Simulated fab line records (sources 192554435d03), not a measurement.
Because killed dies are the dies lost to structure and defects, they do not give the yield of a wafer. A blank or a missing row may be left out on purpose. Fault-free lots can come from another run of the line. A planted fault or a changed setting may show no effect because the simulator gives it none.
Which tool was responsible? :: flow n5 finfet :: 10 lots with 28 wafers sampled at 5 steps, on a route of 1938 steps

WHAT THE GAUGES READ, wafer by wafer
N5_HKMG_FIN_THK_MEAS_70: measures by xrf. Usual: HK_THK gives 1.616 nm (standard deviation 0.02).
lot: L101
measured: day 5 05:48
on: film metro-01
HK_THK (nm): 1.618 1.626 1.614
flag: 

lot: L104
measured: day 5 22:03
on: film metro-01
HK_THK (nm): 1.605 1.638 1.620
flag: 

lot: L106
measured: day 6 07:35
on: film metro-02
HK_THK (nm): 1.618 1.628 1.623
flag: 

lot: L108
measured: day 6 20:59
on: film metro-02
HK_THK (nm): 1.638 1.639 1.617
flag: 

lot: L109
measured: day 7 02:52
on: film metro-01
HK_THK (nm): 1.607 1.616 1.598
flag: 

lot: L113
measured: day 8 03:45
on: film metro-02
HK_THK (nm): 1.598 1.598
flag: 

lot: L115
measured: day 8 15:43
on: film metro-01
HK_THK (nm): 1.610 1.622 1.577
flag: 

lot: L117
measured: day 9 05:27
on: film metro-02
HK_THK (nm): 1.607 1.623
flag: 

lot: L119
measured: day 9 16:51
on: film metro-02
HK_THK (nm): 1.593 1.623 1.632
flag: 

lot: L120
measured: day 10 00:40
on: film metro-02
HK_THK (nm): 1.640 1.597 1.652
flag: 

N5_HKMG_FIN_OVL_MEAS_13. Usual: NWFM_OVL gives -0.4 nm (standard deviation 0.84).
lot: L101
measured: day 5 06:35
on: overlay-02
NWFM_OVL (nm): -0.3 -0.3 1.5
flag: 

lot: L104
measured: day 5 22:58
on: overlay-02
NWFM_OVL (nm): -0.8 -0.2 -1.2
flag: 

lot: L106
measured: day 6 08:30
on: overlay-01
NWFM_OVL (nm): 0.0 -0.2 0.2
flag: 

lot: L108
measured: day 6 21:53
on: overlay-02
NWFM_OVL (nm): 0.4 -0.6 0.2
flag: 

lot: L109
measured: day 7 03:48
on: overlay-02
NWFM_OVL (nm): 0.3 1.4 0.1
flag: 

lot: L113
measured: day 8 04:39
on: overlay-02
NWFM_OVL (nm): -0.3 -1.2
flag: 

lot: L115
measured: day 8 16:37
on: overlay-02
NWFM_OVL (nm): -1.0 -0.5 -0.8
flag: 

lot: L117
measured: day 9 06:21
on: overlay-01
NWFM_OVL (nm): 0.1 0.8
flag: 

lot: L119
measured: day 9 17:38
on: overlay-01
NWFM_OVL (nm): 0.3 -0.4 -1.0
flag: 

lot: L120
measured: day 10 01:35
on: overlay-02
NWFM_OVL (nm): 0.3 -0.9 -0.2
flag: 

N5_BEOL_M4_RC_MEAS_101. Usual: DIBL_N 36.0 mV/V, standard deviation 2.5; DIBL_P 36.7 mV/V, standard deviation 3; IOFF_N 0.16 nA/um, standard deviation 0.043; IOFF_P 0.21 nA/um, standard deviation 0.049; ION_N 673 uA/um, standard deviation 15; ION_P 461 uA/um, standard deviation 9.8; SS_N 71.5 mV/dec, standard deviation 0.83; SS_P 73.4 mV/dec, standard deviation 0.83; VT_N 250 mV, standard deviation 4; VT_P -251 mV, standard deviation 4.
lot: L101
measured: day 8 18:52
on: prober-01
DIBL_N (mV/V): 29.9 35.4 32.0
DIBL_P (mV/V): 30.0 36.9 32.9
IOFF_N (nA/um): 0.09 0.16 0.11
IOFF_P (nA/um): 0.13 0.22 0.17
ION_N (uA/um): 677 671 675
ION_P (uA/um): 470 467 475
SS_N (mV/dec): 69.7 71.6 71.5
SS_P (mV/dec): 71.6 72.5 71.8
VT_N (mV): 256 245 254
VT_P (mV): -257 -249 -250
flag: 

lot: L104
measured: day 9 20:40
on: prober-02
DIBL_N (mV/V): 30.3 31.6 36.3
DIBL_P (mV/V): 32.5 34.5 39.7
IOFF_N (nA/um): 0.10 0.12 0.23
IOFF_P (nA/um): 0.14 0.16 0.26
ION_N (uA/um): 645 651 681
ION_P (uA/um): 441 453 464
SS_N (mV/dec): 71.2 70.9 73.6
SS_P (mV/dec): 71.8 72.6 73.7
VT_N (mV): 256 252 244
VT_P (mV): -257 -254 -246
flag: 

lot: L106
measured: day 10 02:14
on: prober-01
DIBL_N (mV/V): 39.2 35.1 33.3
DIBL_P (mV/V): 43.4 35.1 35.7
IOFF_N (nA/um): 0.28 0.17 0.13
IOFF_P (nA/um): 0.32 0.18 0.17
ION_N (uA/um): 689 666 677
ION_P (uA/um): 470 456 463
SS_N (mV/dec): 72.0 71.2 69.9
SS_P (mV/dec): 75.1 73.2 72.6
VT_N (mV): 242 249 251
VT_P (mV): -244 -254 -254
flag: 

lot: L108
measured: day 11 02:02
on: prober-02
DIBL_N (mV/V): 39.5 35.1 37.1
DIBL_P (mV/V): 40.3 34.3 36.4
IOFF_N (nA/um): 0.23 0.14 0.19
IOFF_P (nA/um): 0.28 0.19 0.21
ION_N (uA/um): 685 686 678
ION_P (uA/um): 460 473 457
SS_N (mV/dec): 72.8 70.6 71.6
SS_P (mV/dec): 74.4 73.1 73.3
VT_N (mV): 245 252 247
VT_P (mV): -247 -254 -253
flag: 

lot: L109
measured: day 10 21:15
on: prober-02
DIBL_N (mV/V): 34.1 34.7 35.0
DIBL_P (mV/V): 31.5 31.4 31.5
IOFF_N (nA/um): 0.12 0.11 0.13
IOFF_P (nA/um): 0.19 0.18 0.20
ION_N (uA/um): 685 651 662
ION_P (uA/um): 473 455 466
SS_N (mV/dec): 70.1 71.0 70.8
SS_P (mV/dec): 72.6 72.2 72.7
VT_N (mV): 253 256 253
VT_P (mV): -250 -248 -248
flag: 

lot: L113
measured: day 12 06:11
on: prober-01
DIBL_N (mV/V): 34.1 33.7
DIBL_P (mV/V): 34.3 34.6
IOFF_N (nA/um): 0.12 0.12
IOFF_P (nA/um): 0.15 0.17
ION_N (uA/um): 682 666
ION_P (uA/um): 458 460
SS_N (mV/dec): 70.1 71.0
SS_P (mV/dec): 72.9 73.0
VT_N (mV): 251 253
VT_P (mV): -257 -252
flag: 

lot: L115
measured: day 13 08:08
on: prober-02
DIBL_N (mV/V): 34.8 31.6 27.6
DIBL_P (mV/V): 37.1 33.3 28.4
IOFF_N (nA/um): 0.16 0.11 0.07
IOFF_P (nA/um): 0.19 0.14 0.11
ION_N (uA/um): 679 664 649
ION_P (uA/um): 462 454 455
SS_N (mV/dec): 71.5 70.2 69.4
SS_P (mV/dec): 73.4 72.8 71.7
VT_N (mV): 248 258 258
VT_P (mV): -252 -256 -257
flag: 

lot: L117
measured: day 13 08:36
on: prober-01
DIBL_N (mV/V): 34.2 35.7
DIBL_P (mV/V): 34.3 35.9
IOFF_N (nA/um): 0.15 0.17
IOFF_P (nA/um): 0.20 0.21
ION_N (uA/um): 682 662
ION_P (uA/um): 472 451
SS_N (mV/dec): 71.5 72.0
SS_P (mV/dec): 72.6 73.8
VT_N (mV): 246 248
VT_P (mV): -249 -250
flag: 

lot: L119
measured: day 14 07:53
on: prober-01
DIBL_N (mV/V): 36.6 35.8 35.0
DIBL_P (mV/V): 39.2 38.0 36.9
IOFF_N (nA/um): 0.19 0.16 0.14
IOFF_P (nA/um): 0.24 0.21 0.20
ION_N (uA/um): 694 684 669
ION_P (uA/um): 479 469 461
SS_N (mV/dec): 70.8 71.7 71.0
SS_P (mV/dec): 73.8 73.5 73.1
VT_N (mV): 242 248 252
VT_P (mV): -249 -251 -250
flag: 

lot: L120
measured: day 14 13:20
on: prober-01
DIBL_N (mV/V): 35.6 37.2 35.3
DIBL_P (mV/V): 36.6 38.3 36.1
IOFF_N (nA/um): 0.14 0.17 0.13
IOFF_P (nA/um): 0.17 0.19 0.16
ION_N (uA/um): 672 683 650
ION_P (uA/um): 454 463 445
SS_N (mV/dec): 71.1 71.8 70.9
SS_P (mV/dec): 72.9 73.6 73.2
VT_N (mV): 252 251 254
VT_P (mV): -256 -254 -258
flag: 

EACH LOT AND THE TOOL THAT RAN IT (in order: tool; ch and the chambers of the sampled wafers; start)
lot: L101
N5_HKMG_FIN_ETCH_35: rie diel-06 ch 0,1, day 5 06:56
N5_HKMG_FIN_ALD_91: ald metal-03 ch 0,1,3, day 5 07:37

lot: L104
N5_HKMG_FIN_ETCH_35: rie diel-06 ch 1,3, day 5 23:25
N5_HKMG_FIN_ALD_91: ald metal-01 ch 1,3, day 6 00:06

lot: L106
N5_HKMG_FIN_ETCH_35: rie diel-05 ch 1,2, day 6 08:54
N5_HKMG_FIN_ALD_91: ald metal-03 ch 0,1,3, day 6 09:35

lot: L108
N5_HKMG_FIN_ETCH_35: rie diel-04 ch 0,2, day 6 22:14
N5_HKMG_FIN_ALD_91: ald metal-03 ch 0,1,3, day 6 22:55

lot: L109
N5_HKMG_FIN_ETCH_35: rie diel-06 ch 1,2,3, day 7 04:09
N5_HKMG_FIN_ALD_91: ald metal-03 ch 2,3, day 7 04:50

lot: L113
N5_HKMG_FIN_ETCH_35: rie diel-06 ch 1,3, day 8 05:01
N5_HKMG_FIN_ALD_91: ald metal-03 ch 2,3, day 8 05:42

lot: L115
N5_HKMG_FIN_ETCH_35: rie diel-06 ch 0,1,3, day 8 17:02
N5_HKMG_FIN_ALD_91: ald metal-01 ch 1,2,3, day 8 17:43

lot: L117
N5_HKMG_FIN_ETCH_35: rie diel-06 ch 2,3, day 9 06:47
N5_HKMG_FIN_ALD_91: ald metal-01 ch 0,1, day 9 07:31

lot: L119
N5_HKMG_FIN_ETCH_35: rie diel-04 ch 2,3, day 9 18:34
N5_HKMG_FIN_ALD_91: ald metal-03 ch 0,1,3, day 9 19:22

lot: L120
N5_HKMG_FIN_ETCH_35: rie diel-04 ch 1,2, day 10 02:10
N5_HKMG_FIN_ALD_91: ald metal-03 ch 1,2,3, day 10 02:51
- N5_HKMG_FIN_ETCH_35: etches SOC in N2/H2, target depth 215.8 nm, time 243.4 s.
- N5_HKMG_FIN_ALD_91: deposits TiN, target thk 1 nm, pulse time 1 s, purge time 3 s.

AS READ BY THE TOOLS THEMSELVES (means over the sampled wafers that have a number; for cases with no such wafer, the mark the record gives instead)
N5_HKMG_FIN_ETCH_35. Usual: drypump motor current A is 5.8 A with standard deviation 0.46, n2 flow sccm is 199.9 sccm with standard deviation 0.58, oes product au is 0.76 a.u. with standard deviation 0.091, rf vpp V is 141.3 V with standard deviation 0.98, run length s is 266.5 s with standard deviation 0.45, showerhead plenum p Torr is 2.49 Torr with standard deviation 0.074, and throttle valve pct is 17.87 % with standard deviation 0.28.
lot: L101
tool: rie diel-06
drypump motor current A (A): 6.4
n2 flow sccm (sccm): 199.6
oes product au (a.u.): 0.71
rf vpp V (V): 140.8
run length s (s): 266.3
showerhead plenum p Torr (Torr): 2.50
throttle valve pct (%): 18.07
flag: 

lot: L104
tool: rie diel-06
drypump motor current A (A): 6.3
n2 flow sccm (sccm): 200.0
oes product au (a.u.): 0.87
rf vpp V (V): 141.2
run length s (s): 266.5
showerhead plenum p Torr (Torr): 2.50
throttle valve pct (%): 17.87
flag: 

lot: L106
tool: rie diel-05
drypump motor current A (A): 5.7
n2 flow sccm (sccm): 199.5
oes product au (a.u.): 0.84
rf vpp V (V): 141.4
run length s (s): 266.4
showerhead plenum p Torr (Torr): 2.56
throttle valve pct (%): 17.67
flag: 

lot: L108
tool: rie diel-04
drypump motor current A (A): 5.7
n2 flow sccm (sccm): 200.2
oes product au (a.u.): 0.71
rf vpp V (V): 141.2
run length s (s): 266.1
showerhead plenum p Torr (Torr): 2.49
throttle valve pct (%): 17.94
flag: 

lot: L109
tool: rie diel-06
drypump motor current A (A): 6.0
n2 flow sccm (sccm): 200.0
oes product au (a.u.): 0.78
rf vpp V (V): 140.9
run length s (s): 267.2
showerhead plenum p Torr (Torr): 2.48
throttle valve pct (%): 18.01
flag: 

lot: L113
tool: rie diel-06
drypump motor current A (A): 6.2
n2 flow sccm (sccm): 199.9
oes product au (a.u.): 0.81
rf vpp V (V): 141.6
run length s (s): 297.9
showerhead plenum p Torr (Torr): 2.49
throttle valve pct (%): 17.96
flag: OFF

lot: L115
tool: rie diel-06
drypump motor current A (A): 6.4
n2 flow sccm (sccm): 200.1
oes product au (a.u.): 0.76
rf vpp V (V): 141.9
run length s (s): 287.3
showerhead plenum p Torr (Torr): 2.49
throttle valve pct (%): 18.01
flag: OFF

lot: L117
tool: rie diel-06
drypump motor current A (A): 6.0
n2 flow sccm (sccm): 199.8
oes product au (a.u.): 0.79
rf vpp V (V): 141.4
run length s (s): 297.7
showerhead plenum p Torr (Torr): 2.46
throttle valve pct (%): 17.98
flag: OFF

lot: L119
tool: rie diel-04
drypump motor current A (A): 5.7
n2 flow sccm (sccm): 200.0
oes product au (a.u.): 0.77
rf vpp V (V): 141.4
run length s (s): 266.0
showerhead plenum p Torr (Torr): 2.58
throttle valve pct (%): 17.85
flag: 

lot: L120
tool: rie diel-04
drypump motor current A (A): 5.6
n2 flow sccm (sccm): 201.2
oes product au (a.u.): 0.70
rf vpp V (V): 142.4
run length s (s): 266.1
showerhead plenum p Torr (Torr): 2.57
throttle valve pct (%): 17.89
flag: 

N5_HKMG_FIN_ALD_91. Usual: heater power w 929 W, standard deviation 110; precursor pulse height rel 1.001, standard deviation 0.019; susceptor temp C 400.01 C, standard deviation 0.21.
lot: L101
tool: ald metal-03
heater power w (W): 926
precursor pulse height rel: 1.002
susceptor temp C (C): 400.05
flag: 

lot: L104
tool: ald metal-01
heater power w (W): 877
precursor pulse height rel: 1.020
susceptor temp C (C): 399.95
flag: 

lot: L106
tool: ald metal-03
heater power w (W): 925
precursor pulse height rel: 0.982
susceptor temp C (C): 400.12
flag: 

lot: L108
tool: ald metal-03
heater power w (W): 939
precursor pulse height rel: 1.003
susceptor temp C (C): 400.06
flag: 

lot: L109
tool: ald metal-03
heater power w (W): 981
precursor pulse height rel: 0.993
susceptor temp C (C): 400.08
flag: 

lot: L113
tool: ald metal-03
heater power w (W): 972
precursor pulse height rel: 1.004
susceptor temp C (C): 399.96
flag: 

lot: L115
tool: ald metal-01
heater power w (W): 935
precursor pulse height rel: 0.998
susceptor temp C (C): 400.24
flag: 

lot: L117
tool: ald metal-01
heater power w (W): 875
precursor pulse height rel: 1.002
susceptor temp C (C): 400.15
flag: 

lot: L119
tool: ald metal-03
heater power w (W): 939
precursor pulse height rel: 1.030
susceptor temp C (C): 399.97
flag: 

lot: L120
tool: ald metal-03
heater power w (W): 986
precursor pulse height rel: 0.998
susceptor temp C (C): 399.91
flag: 

THE ANSWER, worked out from the rows above alone
Rule: take the mean of a lot's wafers that have a number; if it is more than 3 standard deviations from the usual mean, the lot is off. A lot without any number at a reading at which 4 lots or more have one is off too. Where the step has rows for the other lots, those lots are counted as sound. The gauges are gone through in route order, then the tools' own readings, and for those a lot's mean is taken as printed above. The first step at which some lot is off is used, and at that step the reading that is off furthest; a lot without a number counts as furthest.
Off: L113, L115, L117, at N5_HKMG_FIN_ETCH_35 (run length s).
If a tool, at that step or one of the process steps before it, ran each lot that is off and ran no sound lot following the first of them, it fits. One fits: rie diel-06 at N5_HKMG_FIN_ETCH_35. Its last sound lot is L109 (day 7 04:09), its first lot that is off L113 (day 8 05:01): a fault that began between those two fits.
The tool's own readings at N5_HKMG_FIN_ETCH_35 bear it out: on the lots that are off they differ by more than 5 times the standard deviation of the sound lots' means. run length s reads 294.3 s there against 266.4 s on the sound lots.

WHAT THE SIMULATOR HAD PUT IN
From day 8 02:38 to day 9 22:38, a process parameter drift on rie diel-06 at N5_HKMG_FIN_ETCH_35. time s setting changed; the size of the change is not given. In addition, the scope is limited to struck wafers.
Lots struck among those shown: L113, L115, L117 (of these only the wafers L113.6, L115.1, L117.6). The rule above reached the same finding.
